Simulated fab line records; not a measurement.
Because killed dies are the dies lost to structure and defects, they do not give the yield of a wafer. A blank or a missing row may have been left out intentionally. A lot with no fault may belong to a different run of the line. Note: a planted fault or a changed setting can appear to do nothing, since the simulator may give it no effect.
fab line records + flow nand-harc
record
- lots=6
- wafers=18
- last-day=23
route steps=1159 shown A_CONTACT@857 END@1159
lots that met no fault: from a run of the same line without faults
start-h: start of the lot's first displayed wafer, in hours after the record's first day + wait-h: hours elapsed since this lot's preceding step + " identical to the entry in the row above + L1.1+2: several wafers, shown together as one row + - no value, or no start given + * or withheld: withheld + < > ~ a bound
route shown NAME@n: names a module that has steps shown in the file, with the first one's number in the route + usual: the fault-free wafers' mean and standard deviation + same: alike in all rows + chamber/n: place in a boat + sites: each site's reading + _std_site: the values' standard deviation + _edge_site: inner sites' mean taken away from outer sites' mean + radius-mm: how far each site lies from the wafer's centre + mask NAME#n: copy n + behind: tool/chamber where the wafer was last shaped + hold: why the lot went on hold/how many hours it stayed there/how the hold came to an end + device: transistor that didn't switch, given as n, p or np + end of line: tests run on the same wafers once the route is complete + a step given without rows: its recipe and nothing more + killed: at the first sort, the dies lost to defects and structure; wafer yield is something else + map: dies across one wafer; x = killed, . = not, _ = none there
set.NAME: setting as actually run; set.NAME@STEP: the setting as run at that earlier step + model.NAME: the simulator's own value behind a step, which no gauge read
lots seen at some steps along the route; tables by step, rows by wafer
services: a tool's chamber out of use, with start hour (start-h, from the record's first day; less than 0 if before it), hours out, and reason
## steps
# step NHARC_A_CONTACT_DESCUM_47
# recipe
- time-s=3
- o2-flow-sccm=200
- ar-flow-sccm=0
- bias-power-w=0
- chemistry=O2
# step NHARC_A_CONTACT_ETCH_48
# recipe
- target-depth-a=390
- over-etch-frac=0.3
- time-s=65
- ion-energy-ev=80
- cf4-flow-sccm=150
- ar-flow-sccm=0
- rf-w=300
- bias-w=100
- chemistry=CF4
# step NHARC_A_CONTACT_ETCH_49
# recipe
- target-depth-a=2600
- over-etch-frac=0.3
- time-s=475.3
- ion-energy-ev=200
- n2-flow-sccm=150
- h2-flow-sccm=150
- ar-flow-sccm=0
- rf-w=400
- bias-w=150
- chemistry=N2/H2
# step NHARC_A_CONTACT_ETCH_50
# recipe
- target-depth-a=847
- time-s=42.4
- cf4-flow-sccm=100
- chf3-flow-sccm=30
- ar-flow-sccm=0
- rf-w=500
- bias-w=200
- chemistry=CF4/CHF3
# usual
- drypump-motor-current-A=5.4/0.32
- oes-product-au=0.954/0.021
- rf-vpp-V=371.8/2
- showerhead-plenum-p-Torr=1.61/0.056
- throttle-valve-pct=16.802/0.0089
| lot.wafer | tool        | chamber | start-h | wait-h | drypump-motor-current-A | oes-product-au | rf-hours-counter-h | rf-vpp-V | showerhead-plenum-p-Torr | throttle-valve-pct |
|-----------|-------------|---------|---------|--------|-------------------------|----------------|--------------------|----------|--------------------------|--------------------|
| L944.1    | rie-diel-07 | 2       | -       | -      | 5.5                     | 0.969          | 29                 | 371.8    | 1.61                     | 16.804             |
| L944.4    | "           | 0       | "       | "      | 5.1                     | 0.960          | -                  | 372.4    | 1.60                     | 16.819             |
| L944.6    | "           | 3       | "       | "      | 5.5                     | 0.944          | -                  | 375.0    | 1.66                     | 16.806             |
| L945.2    | rie-diel-07 | 3       | -       | -      | 5.6                     | 0.949          | 32                 | 374.3    | 1.66                     | 16.804             |
| L945.1    | "           | 2       | "       | "      | 5.4                     | 0.961          | 31                 | 372.2    | 1.61                     | 16.787             |
| L945.6    | "           | 3       | "       | "      | 5.6                     | 0.948          | -                  | 375.5    | 1.66                     | 16.794             |
| L940.1    | rie-diel-07 | 2       | -       | -      | 5.4                     | 0.971          | 32                 | 372.3    | 1.61                     | 16.801             |
| L940.3    | "           | 3       | "       | "      | 5.6                     | 0.944          | 34                 | 373.8    | 1.66                     | 16.817             |
| L940.5    | "           | 3       | "       | "      | 5.6                     | 0.951          | -                  | 372.4    | 1.66                     | 16.807             |
| L953.4    | rie-diel-03 | 0       | -       | -      | 5.5                     | 0.993          | 15                 | 369.9    | 1.54                     | 16.810             |
| L953.2    | "           | 1       | "       | "      | 6.3                     | 0.992          | 16                 | 371.5    | 1.60                     | 16.794             |
| L953.5    | "           | 2       | "       | "      | 4.7                     | 0.985          | -                  | 371.3    | 1.61                     | 16.812             |
| L952.2    | rie-diel-07 | 2       | -       | -      | 5.4                     | 0.956          | 7                  | 372.4    | 1.60                     | 16.807             |
| L952.6    | "           | 0       | "       | "      | 5.1                     | 0.956          | -                  | 370.9    | 1.60                     | 16.800             |
| L952.5    | "           | 1       | "       | "      | 5.5                     | 0.957          | -                  | 373.4    | 1.66                     | 16.799             |
| L956.3    | rie-diel-07 | 3       | -       | -      | 5.6                     | 0.964          | 12                 | 373.0    | 1.66                     | 16.813             |
| L956.4    | "           | 0       | "       | "      | 5.1                     | 0.971          | 12                 | 370.4    | 1.60                     | 16.786             |
| L956.1    | "           | 1       | "       | "      | 5.5                     | 0.977          | 12                 | 374.0    | 1.66                     | 16.794             |
# step NHARC_A_CONTACT_ETCH_51
# recipe
- target-depth-a=36000
- over-etch-frac=0.3
- time-s=936
- ion-energy-ev=150
- o2-flow-sccm=400
- cos-flow-sccm=20
- ar-flow-sccm=0
- rf-w=500
- bias-w=300
- chemistry=O2/COS
# step NHARC_A_CONTACT_ETCH_111
# recipe
- source-w=withheld
- pressure-mtorr=20
- bias-v=withheld
- time-s=140
- target-depth-a=7000
- ar-flow-sccm=withheld
- c4f8-flow-sccm=withheld
- o2-flow-sccm=withheld
- chemistry=C4F8/O2/Ar
# step NHARC_A_CONTACT_ETCH_112
# recipe
- source-w=withheld
- pressure-mtorr=20
- bias-v=3000
- time-s=94
- target-depth-a=9220
- ar-flow-sccm=withheld
- c4f8-flow-sccm=withheld
- o2-flow-sccm=withheld
- chemistry=C4F8/O2/Ar
# usual
- oes-air-line-au=0.999/0.019
| lot.wafer | tool            | chamber | start-h | wait-h | oes-air-line-au | rf-hours-counter-h |
|-----------|-----------------|---------|---------|--------|-----------------|--------------------|
| L944.1    | har-cap-etch-02 | 0       | 395.56  | 0.2    | 1.033           | 15                 |
| L944.4    | "               | 1       | "       | "      | 0.991           | -                  |
| L944.6    | "               | 0       | "       | "      | 1.023           | -                  |
| L945.2    | har-cap-etch-03 | 1       | 400.56  | 0.2    | 1.001           | 87                 |
| L945.1    | "               | 0       | "       | "      | 0.995           | 87                 |
| L945.6    | "               | 0       | "       | "      | 1.010           | -                  |
| L940.1    | har-cap-etch-02 | 1       | 403.41  | 0.1    | 1.035           | 17                 |
| L940.3    | "               | 1       | "       | "      | 0.976           | -                  |
| L940.5    | "               | 0       | "       | "      | 0.994           | -                  |
| L953.2    | har-cap-etch-03 | 0       | 439.49  | 0.2    | 1.005           | 93                 |
| L953.4    | "               | 1       | "       | "      | 0.968           | -                  |
| L953.5    | "               | 1       | "       | "      | 0.985           | -                  |
| L952.2    | har-cap-etch-03 | 0       | 446.32  | 0.1    | 0.997           | 95                 |
| L952.5    | "               | 1       | "       | "      | 1.007           | -                  |
| L952.6    | "               | 0       | "       | "      | 0.997           | -                  |
| L956.1    | har-cap-etch-01 | 1       | 469.07  | 0.2    | 1.023           | 72                 |
| L956.3    | "               | 1       | "       | "      | 0.965           | -                  |
| L956.4    | "               | 0       | "       | "      | 0.991           | -                  |
# step NHARC_A_CONTACT_ETCH_113
# recipe
- source-w=withheld
- pressure-mtorr=20
- bias-v=3000
- time-s=94
- target-depth-a=9220
- ar-flow-sccm=withheld
- c4f8-flow-sccm=withheld
- o2-flow-sccm=withheld
- chemistry=C4F8/O2/Ar
# step NHARC_A_CONTACT_ETCH_114
# recipe
- source-w=withheld
- pressure-mtorr=20
- bias-v=3000
- time-s=94
- target-depth-a=9220
- ar-flow-sccm=withheld
- c4f8-flow-sccm=withheld
- o2-flow-sccm=withheld
- chemistry=C4F8/O2/Ar
# step NHARC_A_CONTACT_ETCH_115
# recipe
- source-w=withheld
- pressure-mtorr=20
- bias-v=3000
- time-s=94
- target-depth-a=9220
- ar-flow-sccm=withheld
- c4f8-flow-sccm=withheld
- o2-flow-sccm=withheld
- chemistry=C4F8/O2/Ar
# step NHARC_A_CONTACT_ETCH_116
# recipe
- source-w=withheld
- pressure-mtorr=20
- bias-v=3000
- time-s=94
- target-depth-a=9220
- ar-flow-sccm=withheld
- c4f8-flow-sccm=withheld
- o2-flow-sccm=withheld
- chemistry=C4F8/O2/Ar
# step NHARC_A_CONTACT_ETCH_117
# recipe
- source-w=withheld
- pressure-mtorr=20
- bias-v=3000
- time-s=94
- target-depth-a=9220
- ar-flow-sccm=withheld
- c4f8-flow-sccm=withheld
- o2-flow-sccm=withheld
- chemistry=C4F8/O2/Ar
# step NHARC_A_CONTACT_ETCH_118
# recipe
- source-w=withheld
- pressure-mtorr=20
- bias-v=3000
- time-s=94
- target-depth-a=9220
- ar-flow-sccm=withheld
- c4f8-flow-sccm=withheld
- o2-flow-sccm=withheld
- chemistry=C4F8/O2/Ar
# usual
- oes-air-line-au=1.002/0.018
| lot.wafer | tool            | chamber | start-h | wait-h | oes-air-line-au | rf-hours-counter-h |
|-----------|-----------------|---------|---------|--------|-----------------|--------------------|
| L944.1    | har-cap-etch-02 | 0       | 396.11  | 0.1    | 1.011           | 16                 |
| L944.4    | "               | 1       | "       | "      | 1.010           | -                  |
| L944.6    | "               | 0       | "       | "      | 0.996           | -                  |
| L945.2    | har-cap-etch-03 | 1       | 401.11  | 0.1    | 1.000           | 87                 |
| L945.1    | "               | 0       | "       | "      | 1.013           | 87                 |
| L945.6    | "               | 0       | "       | "      | 0.994           | -                  |
| L940.1    | har-cap-etch-02 | 1       | 403.95  | 0.1    | 0.979           | 17                 |
| L940.3    | "               | 1       | "       | "      | 0.991           | -                  |
| L940.5    | "               | 0       | "       | "      | 0.996           | -                  |
| L953.2    | har-cap-etch-03 | 0       | 440.04  | 0.1    | 0.997           | 94                 |
| L953.4    | "               | 1       | "       | "      | 0.946           | -                  |
| L953.5    | "               | 1       | "       | "      | 0.983           | -                  |
| L952.2    | har-cap-etch-03 | 0       | 446.86  | 0.1    | 0.965           | 96                 |
| L952.5    | "               | 1       | "       | "      | 0.962           | -                  |
| L952.6    | "               | 0       | "       | "      | 1.005           | -                  |
| L956.1    | har-cap-etch-01 | 1       | 469.61  | 0.1    | 0.992           | 72                 |
| L956.3    | "               | 1       | "       | "      | 0.974           | -                  |
| L956.4    | "               | 0       | "       | "      | 1.016           | -                  |
# step NHARC_A_CONTACT_ETCH_119
# recipe
- source-w=withheld
- pressure-mtorr=20
- bias-v=3000
- time-s=94
- target-depth-a=9220
- ar-flow-sccm=withheld
- c4f8-flow-sccm=withheld
- o2-flow-sccm=withheld
- chemistry=C4F8/O2/Ar
# step NHARC_A_CONTACT_ETCH_120
# recipe
- source-w=withheld
- pressure-mtorr=20
- bias-v=3000
- time-s=94
- target-depth-a=9220
- ar-flow-sccm=withheld
- c4f8-flow-sccm=withheld
- o2-flow-sccm=withheld
- chemistry=C4F8/O2/Ar
# step NHARC_A_CONTACT_ETCH_121
# recipe
- source-w=withheld
- pressure-mtorr=20
- bias-v=3000
- time-s=94
- target-depth-a=9220
- ar-flow-sccm=withheld
- c4f8-flow-sccm=withheld
- o2-flow-sccm=withheld
- chemistry=C4F8/O2/Ar
# usual
- oes-air-line-au=1.001/0.021
| lot.wafer | tool            | chamber | start-h | wait-h | oes-air-line-au | rf-hours-counter-h |
|-----------|-----------------|---------|---------|--------|-----------------|--------------------|
| L944.1    | har-cap-etch-02 | 0       | 396.38  | 0.1    | 0.986           | 16                 |
| L944.4    | "               | 1       | "       | "      | 1.000           | -                  |
| L944.6    | "               | 0       | "       | "      | 1.012           | -                  |
| L945.2    | har-cap-etch-03 | 1       | 401.38  | 0.1    | 0.985           | 87                 |
| L945.1    | "               | 0       | "       | "      | 1.011           | 87                 |
| L945.6    | "               | 0       | "       | "      | 1.003           | -                  |
| L940.1    | har-cap-etch-02 | 1       | 404.22  | 0.1    | 1.008           | 17                 |
| L940.3    | "               | 1       | "       | "      | 1.002           | -                  |
| L940.5    | "               | 0       | "       | "      | 0.984           | -                  |
| L953.2    | har-cap-etch-03 | 0       | 440.31  | 0.1    | 0.973           | 94                 |
| L953.4    | "               | 1       | "       | "      | 1.008           | -                  |
| L953.5    | "               | 1       | "       | "      | 0.990           | -                  |
| L952.2    | har-cap-etch-03 | 0       | 447.14  | 0.1    | 0.997           | 96                 |
| L952.5    | "               | 1       | "       | "      | 1.013           | -                  |
| L952.6    | "               | 0       | "       | "      | 0.980           | -                  |
| L956.1    | har-cap-etch-01 | 1       | 469.88  | 0.1    | 1.043           | 73                 |
| L956.3    | "               | 1       | "       | "      | 1.014           | -                  |
| L956.4    | "               | 0       | "       | "      | 1.011           | -                  |
# step NHARC_A_CONTACT_ETCH_122
# recipe
- source-w=withheld
- pressure-mtorr=20
- bias-v=3000
- time-s=95
- target-depth-a=9300
- ar-flow-sccm=withheld
- c4f8-flow-sccm=withheld
- o2-flow-sccm=withheld
- chemistry=C4F8/O2/Ar
# step NHARC_A_CONTACT_ETCH_123
# recipe
- source-w=withheld
- pressure-mtorr=20
- bias-v=400
- time-s=253
- target-depth-a=10900
- ar-flow-sccm=withheld
- c4f8-flow-sccm=11.5
- o2-flow-sccm=7.2
- chemistry=C4F8/O2/Ar
# usual
- oes-air-line-au=1.002/0.02
| lot.wafer | tool            | chamber | start-h | wait-h | oes-air-line-au | rf-hours-counter-h |
|-----------|-----------------|---------|---------|--------|-----------------|--------------------|
| L944.1    | har-cap-etch-02 | 0       | 396.56  | 0.1    | 0.971           | 16                 |
| L944.4    | "               | 1       | "       | "      | 0.994           | -                  |
| L944.6    | "               | 0       | "       | "      | 1.008           | -                  |
| L945.2    | har-cap-etch-03 | 1       | 401.56  | 0.1    | 1.039           | 87                 |
| L945.1    | "               | 0       | "       | "      | 1.021           | 87                 |
| L945.6    | "               | 0       | "       | "      | 1.016           | -                  |
| L940.1    | har-cap-etch-02 | 1       | 404.44  | 0.1    | 0.984           | 18                 |
| L940.3    | "               | 1       | "       | "      | 0.995           | -                  |
| L940.5    | "               | 0       | "       | "      | 1.032           | -                  |
| L953.2    | har-cap-etch-03 | 0       | 440.49  | 0.1    | 0.998           | 94                 |
| L953.4    | "               | 1       | "       | "      | 0.997           | -                  |
| L953.5    | "               | 1       | "       | "      | 1.005           | -                  |
| L952.2    | har-cap-etch-03 | 0       | 447.36  | 0.1    | 0.988           | 96                 |
| L952.5    | "               | 1       | "       | "      | 0.976           | -                  |
| L952.6    | "               | 0       | "       | "      | 1.005           | -                  |
| L956.1    | har-cap-etch-01 | 1       | 470.06  | 0.1    | 0.974           | 73                 |
| L956.3    | "               | 1       | "       | "      | 1.013           | -                  |
| L956.4    | "               | 0       | "       | "      | 1.005           | -                  |
# step NHARC_A_CONTACT_ETCH_90
# recipe
- target-depth-a=400
- over-etch-frac=0.5
- time-s=85.7
- ion-energy-ev=120
- ch3f-flow-sccm=50
- o2-flow-sccm=30
- ar-flow-sccm=200
- rf-w=500
- bias-w=100
- chemistry=CH3F/O2
# step NHARC_A_CONTACT_ETCH_96
# recipe
- target-depth-a=200
- over-etch-frac=0.5
- time-s=10
- ion-energy-ev=250
- c4f6-flow-sccm=25
- o2-flow-sccm=20
- ar-flow-sccm=500
- rf-w=600
- bias-w=500
- chemistry=C4F6/O2
# step NHARC_A_CONTACT_CD_MEAS_53
# usual
- cd-nm=189.3/0.69
| lot.wafer | tool      | chamber | start-h | wait-h | cd-nm |
|-----------|-----------|---------|---------|--------|-------|
| L944.1    | cd-sem-03 | -       | 397.41  | -      | 189.4 |
| L944.4    | "         | -       | "       | "      | 189.4 |
| L944.6    | "         | -       | "       | "      | 189.2 |
| L945.1    | cd-sem-03 | -       | 402.38  | -      | 188.6 |
| L945.2    | "         | -       | "       | "      | 189.9 |
| L945.6    | "         | -       | "       | "      | 188.9 |
| L940.1    | cd-sem-02 | -       | 405.23  | -      | 187.8 |
| L940.3    | "         | -       | "       | "      | 187.6 |
| L940.5    | "         | -       | "       | "      | 188.1 |
| L953.2    | cd-sem-02 | -       | 441.38  | -      | 189.3 |
| L953.4    | "         | -       | "       | "      | 190.1 |
| L953.5    | "         | -       | "       | "      | 189.8 |
| L952.2    | cd-sem-03 | -       | 448.17  | -      | 189.6 |
| L952.5    | "         | -       | "       | "      | 189.7 |
| L952.6    | "         | -       | "       | "      | 189.5 |
| L956.1    | cd-sem-03 | -       | 470.88  | -      | 189.1 |
| L956.3    | "         | -       | "       | "      | 188.8 |
| L956.4    | "         | -       | "       | "      | 189.2 |
# step NHARC_A_CONTACT_STRIP_99
# recipe
- n2-flow-sccm=150
- h2-flow-sccm=150
- ar-flow-sccm=0
- bias-w=0
- chemistry=N2/H2
# step NHARC_A_CONTACT_STRIP_100
# recipe
- cf4-flow-sccm=100
- chf3-flow-sccm=30
- ar-flow-sccm=0
- bias-w=0
- chemistry=CF4/CHF3
# step NHARC_A_CONTACT_STRIP_101
# recipe
- o2-flow-sccm=400
- cos-flow-sccm=20
- ar-flow-sccm=0
- bias-w=0
- chemistry=O2/COS
# step NHARC_A_CONTACT_ETCH_102
# recipe
- target-depth-a=700
- overetch-a=70
- time-s=38.5
- ion-energy-ev=100
- cf4-flow-sccm=80
- o2-flow-sccm=20
- ar-flow-sccm=0
- rf-w=300
- bias-w=100
- chemistry=CF4/O2
# step NHARC_A_CONTACT_STRIP_55
# recipe
- o2-flow-sccm=500
- ar-flow-sccm=0
- bias-w=0
- chemistry=O2
# usual
- drypump-motor-current-A=5.5/0.42
- oes-product-au=1.001/0.011
- rf-vpp-V=57.9/0.84
- showerhead-plenum-p-Torr=3.55/0.16
- throttle-valve-pct=17.036/0.0081
| lot.wafer | tool        | chamber | start-h | wait-h | drypump-motor-current-A | oes-product-au | rf-hours-counter-h | rf-vpp-V | showerhead-plenum-p-Torr | throttle-valve-pct |
|-----------|-------------|---------|---------|--------|-------------------------|----------------|--------------------|----------|--------------------------|--------------------|
| L944.1    | rie-diel-07 | 0       | -       | -      | 5.1                     | 0.994          | 31                 | 58.0     | 3.59                     | 17.033             |
| L944.6    | "           | 3       | "       | "      | 5.6                     | 0.989          | -                  | 59.0     | 3.73                     | 17.032             |
| L944.4    | "           | 0       | "       | "      | 5.1                     | 1.005          | -                  | 58.0     | 3.59                     | 17.029             |
| L945.2    | rie-diel-03 | 2       | -       | -      | 4.7                     | 1.006          | 0                  | 58.8     | 3.63                     | 17.029             |
| L945.1    | "           | 0       | "       | "      | 5.5                     | 1.009          | 0                  | 57.8     | 3.46                     | 17.031             |
| L945.6    | "           | 3       | "       | "      | 5.5                     | 0.999          | -                  | 57.4     | 3.77                     | 17.027             |
| L940.1    | rie-diel-06 | 3       | -       | -      | 6.1                     | 0.993          | 56                 | 57.8     | 3.33                     | 17.040             |
| L940.3    | "           | 1       | "       | "      | 5.0                     | 1.026          | 58                 | 57.1     | 3.41                     | 17.043             |
| L940.5    | "           | 0       | "       | "      | 5.7                     | 0.996          | -                  | 56.4     | 3.33                     | 17.039             |
| L953.4    | rie-diel-06 | 2       | -       | -      | 5.5                     | 1.001          | 4                  | 56.5     | 3.77                     | 17.052             |
| L953.2    | "           | 3       | "       | "      | 6.1                     | 0.985          | 4                  | 57.1     | 3.32                     | 17.048             |
| L953.5    | "           | 1       | "       | "      | 5.0                     | 1.007          | -                  | 57.4     | 3.40                     | 17.029             |
| L952.2    | rie-diel-06 | 2       | -       | -      | 5.5                     | 1.002          | 7                  | 58.9     | 3.77                     | 17.034             |
| L952.5    | "           | 3       | "       | "      | 6.1                     | 0.995          | -                  | 57.9     | 3.32                     | 17.031             |
| L952.6    | "           | 0       | "       | "      | 5.7                     | 0.995          | -                  | 57.5     | 3.33                     | 17.028             |
| L956.1    | rie-diel-07 | 2       | -       | -      | 5.4                     | 0.994          | 12                 | 57.8     | 3.59                     | 17.041             |
| L956.3    | "           | 3       | "       | "      | 5.6                     | 0.997          | 13                 | 58.0     | 3.72                     | 17.036             |
| L956.4    | "           | 1       | "       | "      | 5.5                     | 1.007          | 13                 | 58.5     | 3.71                     | 17.034             |
# step NHARC_A_CONTACT_STRIP_56
# recipe
- time-s=600
- temp-c=30
- chemistry=post-etch-residue-remover
# step NHARC_A_CONTACT_DEP_57
# recipe
- target-thk-a=28000
- temp-c=400
- material=aC
# step NHARC_A_CONTACT_DEP_58
# recipe
- target-thk-a=600
- target-thk-nm=60
- temp-c=400
- pressure-torr=3.5
- flow-sccm=200
- rf-w=350
- material=SiON
# step NHARC_A_CONTACT_DEHYDRATE_59
# recipe
- temp-c=150
- time-s=120
# step NHARC_A_CONTACT_HMDS_60
# recipe
- time-s=30
# step NHARC_A_CONTACT_COAT_61
# recipe
- temp-c=260
- time-s=75
# step NHARC_A_CONTACT_COAT_62
# recipe
- temp-c=225
- time-s=65
# step NHARC_A_CONTACT_COAT_63
# recipe
- spin-rpm=1500
- resist-thk-nm=90
# step NHARC_A_CONTACT_SOFTBAKE_64
# recipe
- temp-c=105
- time-s=55
# step NHARC_A_CONTACT_EBR_65
# step NHARC_A_CONTACT_EXPOSE_66
# recipe
- na=1.35
- sigma-outer=0.8
- dose-mj=59.02
- mask-id=A_CC_2
# step NHARC_A_CONTACT_PEB_67
# recipe
- peb-temp-c=100
- peb-time-s=65
# step NHARC_A_CONTACT_DEVELOP_68
# recipe
- develop-time-s=35
- dev-temp-c=23
# step NHARC_A_CONTACT_CD_MEAS_69
# recipe
- target-cd-nm=200
- landing-energy-ev=500
# usual
- cd-nm=200.0/0.53
| lot.wafer | tool      | chamber | start-h | wait-h | cd-nm |
|-----------|-----------|---------|---------|--------|-------|
| L944.1    | cd-sem-03 | 0       | 401.40  | -      | 200.0 |
| L944.4    | "         | 0       | "       | "      | 200.2 |
| L944.6    | "         | 0       | "       | "      | 199.5 |
| L945.1    | cd-sem-01 | 0       | 406.53  | -      | 200.4 |
| L945.2    | "         | 0       | "       | "      | 200.6 |
| L945.6    | "         | 0       | "       | "      | 201.3 |
| L940.1    | cd-sem-01 | 0       | 408.74  | -      | 200.1 |
| L940.3    | "         | 0       | "       | "      | 200.7 |
| L940.5    | "         | 0       | "       | "      | 199.8 |
| L953.2    | cd-sem-02 | 0       | 445.67  | -      | 200.0 |
| L953.4    | "         | 0       | "       | "      | 200.0 |
| L953.5    | "         | 0       | "       | "      | 200.4 |
| L952.2    | cd-sem-02 | 0       | 451.70  | -      | 199.6 |
| L952.5    | "         | 0       | "       | "      | 199.3 |
| L952.6    | "         | 0       | "       | "      | 199.7 |
| L956.1    | cd-sem-02 | 0       | 474.29  | -      | 199.7 |
| L956.3    | "         | 0       | "       | "      | 199.5 |
| L956.4    | "         | 0       | "       | "      | 199.0 |
# step NHARC_A_CONTACT_OVL_MEAS_70
# usual
- overlay-x-nm=-0.1/0.99
- overlay-y-nm=-0.1/1.1
| lot.wafer | tool       | chamber | start-h | wait-h | overlay-x-nm | overlay-y-nm |
|-----------|------------|---------|---------|--------|--------------|--------------|
| L944.1    | overlay-01 | -       | 401.48  | -      | 0.2          | -1.2         |
| L944.4    | "          | -       | "       | "      | 0.1          | -1.0         |
| L944.6    | "          | -       | "       | "      | 0.4          | -1.6         |
| L945.1    | overlay-02 | -       | 406.61  | -      | -1.0         | -1.1         |
| L945.2    | "          | -       | "       | "      | -1.6         | -0.7         |
| L945.6    | "          | -       | "       | "      | -1.4         | -1.0         |
| L940.1    | overlay-02 | -       | 408.83  | -      | -1.5         | 1.4          |
| L940.3    | "          | -       | "       | "      | -1.7         | 1.2          |
| L940.5    | "          | -       | "       | "      | -1.1         | 0.4          |
| L953.2    | overlay-02 | -       | 445.76  | -      | 0.0          | 1.1          |
| L953.4    | "          | -       | "       | "      | -0.3         | 0.6          |
| L953.5    | "          | -       | "       | "      | 0.0          | 1.4          |
| L952.2    | overlay-01 | -       | 451.78  | -      | -2.4         | -0.2         |
| L952.5    | "          | -       | "       | "      | -1.6         | -0.4         |
| L952.6    | "          | -       | "       | "      | -1.3         | -0.1         |
| L956.1    | overlay-01 | -       | 474.40  | -      | -1.2         | 2.0          |
| L956.3    | "          | -       | "       | "      | -1.0         | 1.4          |
| L956.4    | "          | -       | "       | "      | -1.2         | 1.2          |
# step NHARC_END_SORT_01
# recipe
- temp-c=25
# usual
- killed-at-array=21/8.9
- killed-at-other=0.8/1.3
- killed-at-periphery=3.6/2.4
- killed-dies=26/8.9
- killed-open=3.1/1.8
- killed-short=1.9/1.3
# same
- gross-dies=677
| lot.wafer | tool      | chamber | start-h | wait-h | killed-at-array | killed-at-other | killed-at-periphery | killed-dies | killed-open | killed-short |
|-----------|-----------|---------|---------|--------|-----------------|-----------------|---------------------|-------------|-------------|--------------|
| L953.2    | prober-01 | 0       | 524.34  | 2.8    | 112             | 0               | 8                   | 120         | 5           | 1            |
| L952.2    | prober-02 | 0       | 529.36  | 2.8    | 96              | 0               | 4                   | 100         | 2           | 2            |
| L952.6    | prober-02 | 0       | 532.58  | 4.0    | 95              | 1               | 5                   | 101         | 6           | 4            |
# killed by level:class
L953.2 A_CONTACT:unspecified=82 A_CHANNEL_HOLE_D1:chamber-film-flake=24 P_ZERO_WELL:chamber-film-flake=5 A_M0:geometric-particle:open=2 P_CONTACT:geometric-particle:open=1 P_M0:geometric-particle:open=1 P_M0:geometric-particle:short=1 A_BLC:geometric-particle:open=1
L952.2 A_CONTACT:unspecified=82 A_SLIT:chamber-film-flake=5 A_CHANNEL_HOLE_D1:chamber-film-flake=3 A_CONTACT:chamber-film-flake=3 P_ZERO_WELL:chamber-film-flake=2 P_STI:geometric-particle:short=1 A_CONTACT:geometric-particle:open=1 A_BLC:geometric-particle:open=1
L952.6 A_CONTACT:unspecified=82 A_SLIT:chamber-film-flake=4 A_CONTACT:geometric-particle:open=3 A_BLC:geometric-particle:short=2 P_GATE:chamber-film-flake=2 P_M0:geometric-particle:open=1 P_M1:geometric-particle:short=1 A_WL_FILL:geometric-particle:short=1
# map L952.6 (x killed, . not)
____________.____________
_________...xxxx_________
_______....xxxxx.._______
______....xxxxxxx..______
_____...x.xxxxxxx..._____
____.....xxxxxxxxx...____
____x...xxxxxxxxx....____
___......xxxxxxxxxx...___
___......xxxxxxxxx....___
__........xxxxxxx......__
__........xxxxxxx......__
_.........xxxxxxx......._
_..........xx.x........._
_............xx....x...._
_......................._
_.x....................._
..................x......
.........................
...........x............x
.........................
.........................
_..................x...._
_......................._
_......................._
_......................._
_.................x....._
__............x........__
__.........x...........__
___....x..............___
___...................___
____.........x.......____
____x................____
_____..............._____
______.............______
_______..........._______
_________x......_________
____________.____________
# map L953.2 (x killed, . not)
____________.____________
_________....xxx_________
_______....xxx.x.._______
______...xxxxxxxx..______
_____.....xxxxx.x..._____
____....xxxxxxxxxx...____
____.....xxxxxxxxx...____
___...x..xxxxxxxx.....___
___..x..xxxxxxxx..x...___
__.........xxxxxxx.....__
__......xxxxxxxxx......__
_......x.x.xxxxx........_
_.....xxx.x.xxx........._
_..xxxxxx..x..x........._
_.x.xxxxx..............x_
_....x...x.............._
.....xx...x..............
.....x....x..............
....x.x..................
.....x................x..
.........................
_......................._
_......................._
_......................._
_..x..................x._
_......................x_
__...................x.__
__.....................__
___...................___
___...................___
____.................____
____.................____
_____.............x._____
______.............______
_______..........._______
_________......._________
____________.____________
## services
| tool        | chamber | start-h | hours | kind       |
|-------------|---------|---------|-------|------------|
| rie-diel-03 | 1       | 370.70  | 3.7   | repair     |
| rie-diel-03 | 2       | 373.90  | 5.3   | repair     |
| rie-diel-07 | 1       | 381.97  | 31.8  | repair     |
| rie-diel-07 | 0       | 384.66  | -     | clean      |
| rie-diel-07 | 2       | 384.66  | -     | clean      |
| rie-diel-07 | 3       | 384.66  | -     | clean      |
| rie-diel-03 | -       | 392.98  | 9.0   | pm         |
| rie-diel-07 | -       | 405.26  | 9.0   | pm         |
| rie-diel-07 | 0       | 405.26  | 9.0   | vent-cycle |
| rie-diel-07 | 2       | 405.26  | 9.0   | vent-cycle |
| rie-diel-07 | 3       | 405.26  | 9.0   | vent-cycle |
| rie-diel-07 | 0       | 414.26  | -     | clean      |
| rie-diel-07 | 1       | 414.26  | -     | clean      |
| rie-diel-07 | 2       | 414.26  | -     | clean      |
| rie-diel-07 | 3       | 414.26  | -     | clean      |
| rie-diel-06 | -       | 418.51  | 9.0   | pm         |
| rie-diel-06 | 0       | 431.42  | 6.5   | repair     |
| rie-diel-07 | 0       | 438.76  | -     | clean      |
| rie-diel-07 | 1       | 438.76  | -     | clean      |
| rie-diel-07 | 2       | 438.76  | -     | clean      |
| rie-diel-07 | 3       | 438.76  | -     | clean      |
| rie-diel-07 | 2       | 448.88  | 4.5   | repair     |
| rie-diel-07 | 0       | 463.26  | -     | clean      |
| rie-diel-06 | 2       | 464.73  | 36.3  | repair     |
## key
first-sign
- step=NHARC_END_SORT_01
- reading=killed-dies
- direction=up
- sigmas=9.1
- usual=26
- struck=107
effect
- step=NHARC_END_SORT_01
- reading=killed-at-array
- direction=up
- sigmas=9
- usual=21
- struck=101
more-kills-born-at
- NHARC_A_CONTACT_ETCH_118@har-cap-etch-03=242
met-at NHARC_A_CONTACT_ETCH_118
struck-wafers L952.2,L952.6,L953.2
tester-left-out L952,L953
onset-between 401.11 440.04
fault
- kind=chamber-particle-source
- tool=har-cap-etch-03
- chamber=0
- onset-h=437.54
- steps=NHARC_A_CONTACT_ETCH_118
- rate-per-visit-cm2=0.80447
- end-h=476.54
# tester-left-out: of these lots the tester's yield and bins aren't shown, on N5 and GAA mostly nor the transistor test; their killed dies are dies lost to structure and defects alone, not to doping, threshold or leakage, so they don't give the yield
